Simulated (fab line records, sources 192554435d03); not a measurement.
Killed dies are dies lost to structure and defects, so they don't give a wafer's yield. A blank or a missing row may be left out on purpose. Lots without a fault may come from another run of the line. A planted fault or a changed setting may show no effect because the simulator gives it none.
A struck lot beside a sound one | flow n5_finfet | 16 steps out of a route of 1938
Sound: wafers L691.1, L691.2, L691.4. Struck: wafers L704.1, L704.2, L704.6. The cause comes at the end.
At each step with rows: each side's tool, then ch and its chambers, then its first start. Under that, the readings that differ: sound wafers | struck wafers | difference of the means | sigmas: that difference in standard deviations of wafers without a fault.
alike: readings whose means differ by less than 2 such deviations, and words and numbers that are the same on both sides. not compared: withheld readings, readings that some wafer has no value for, bounds like >300 that may hide the same value, and numbers for which the record gives no deviation and whose values overlap.
The two part at a step that has a row with sigmas, a row that says differs or no value, or rows on one side only. Numbers that don't overlap but have no deviation are shown without sigmas and don't part them. A reading that every wafer of one side lacks parts them only if that side has two wafers or more.

first, 7 steps without rows for these wafers: N5_WELL_APT_COAT_19 (resist thk 950 nm); N5_WELL_APT_EBR_21; N5_WELL_APT_SOFTBAKE_20 (time 60 s); N5_WELL_APT_EXPOSE_22 (exposes mask PWELL, defocus 0 nm, target cd 200 nm); N5_WELL_APT_PEB_23 (peb time 90 s); N5_WELL_APT_DEVELOP_24 (develop time 45 s); N5_WELL_APT_HARDBAKE_29 (time 120 s).
N5_WELL_APT_CD_MEAS_25: target cd 200 nm.
  sound on cd_sem-03 ch 0, day 1 15:23; struck on cd_sem-02 ch 0, day 4 20:49
  alike: cd_nm
N5_WELL_APT_OVL_MEAS_26:
  sound on overlay-02 ch 0, day 1 15:25; struck on overlay-02 ch 0, day 4 20:51
  reading        | sound   | struck    | difference | sigmas
  PWELL_OVL (nm) | 15 -2 2 | -7 -7 -12 | -14        | -2
N5_WELL_APT_INSPECT_27: inspects for defects (macro).
  sound on defect_inspect-01, day 1 15:26; struck on defect_inspect-02, day 4 20:53
  alike: raw_defect_count
N5_WELL_APT_DESCUM_30: chemistry O2, time 7.9 s.
  sound on rie_diel-02 ch 0,2,3, day 1 15:29; struck on rie_diel-02 ch 0,2,3, day 4 20:55
  alike: drypump_motor_current_A, oes_product_au, rf_fwd_power_W, rf_vpp_V, showerhead_plenum_p_Torr, throttle_valve_pct
  not compared: rf_hours_counter_h
then, 1 step without rows for these wafers: N5_WELL_APT_IMPLANT_31.
N5_WELL_APT_IMPLANT_32:
  sound on implanter-01 ch 0, day 1 15:45; struck on implanter-01 ch 0, day 4 21:32
then, 1 step without rows for these wafers: N5_WELL_APT_STRIP_33 (strips in SPM, time 900 s).
-- the record jumps here: 6 days lie between the struck wafers' starts before and after (it left off in module WELL_APT and takes up again in module BEOL_M4, whose first step shown is number 1111 of the route) --
N5_BEOL_M4_RC_MEAS_101:
  sound on prober-02 ch 0, day 7 21:18; struck on prober-01 ch 0, day 11 06:36
  alike: DIBL_N, DIBL_P, IOFF_N, IOFF_P, ION_N, ION_P, SS_N, SS_P, VT_N, VT_P
-- the record jumps here: 4 days lie between the struck wafers' starts before and after (it left off in module BEOL_M4 and takes up again in module PASSIVATION, whose first step shown is number 1936 of the route) --
N5_PASSIVATION_PROBE_49:
  sound on prober-02, day 11 18:36; struck on prober-02, day 15 07:57
  reading                  | sound          | struck         | difference | sigmas
  defect_limited_yield (%) | 90.1 89.9 90.1 | 94.0 94.4 92.4 | +3.6       | +2
  killed_dies              | 117 119 117    | 71 66 90       | -42        | -2
  killed_open              | 84 85 81       | 45 48 57       | -33        | -3
  sort_bin_5_function (%)  | 6.0 5.1 5.6    | 3.8 2.5 3.5    | -2.3       | -2
  sort_bin_8_speed (%)     | 0 0 0.08       | 0 0 0          | +0         | -4
  sort_n_pass              | 1063 1061 1062 | 1109 1114 1090 | +42        | +2
  sort_yield_pct (%)       | 90.1 89.9 90.0 | 94.0 94.4 92.4 | +3.6       | +2
  alike: killed_at_M0_to_M3, killed_at_M4_up, killed_at_contacts, killed_at_front_end, killed_at_other, killed_short, sort_bin_6_memory

WHERE THEY PART
First at N5_WELL_APT_OVL_MEAS_26; last, within this record, at N5_PASSIVATION_PROBE_49.

WHY: what the simulator had put in
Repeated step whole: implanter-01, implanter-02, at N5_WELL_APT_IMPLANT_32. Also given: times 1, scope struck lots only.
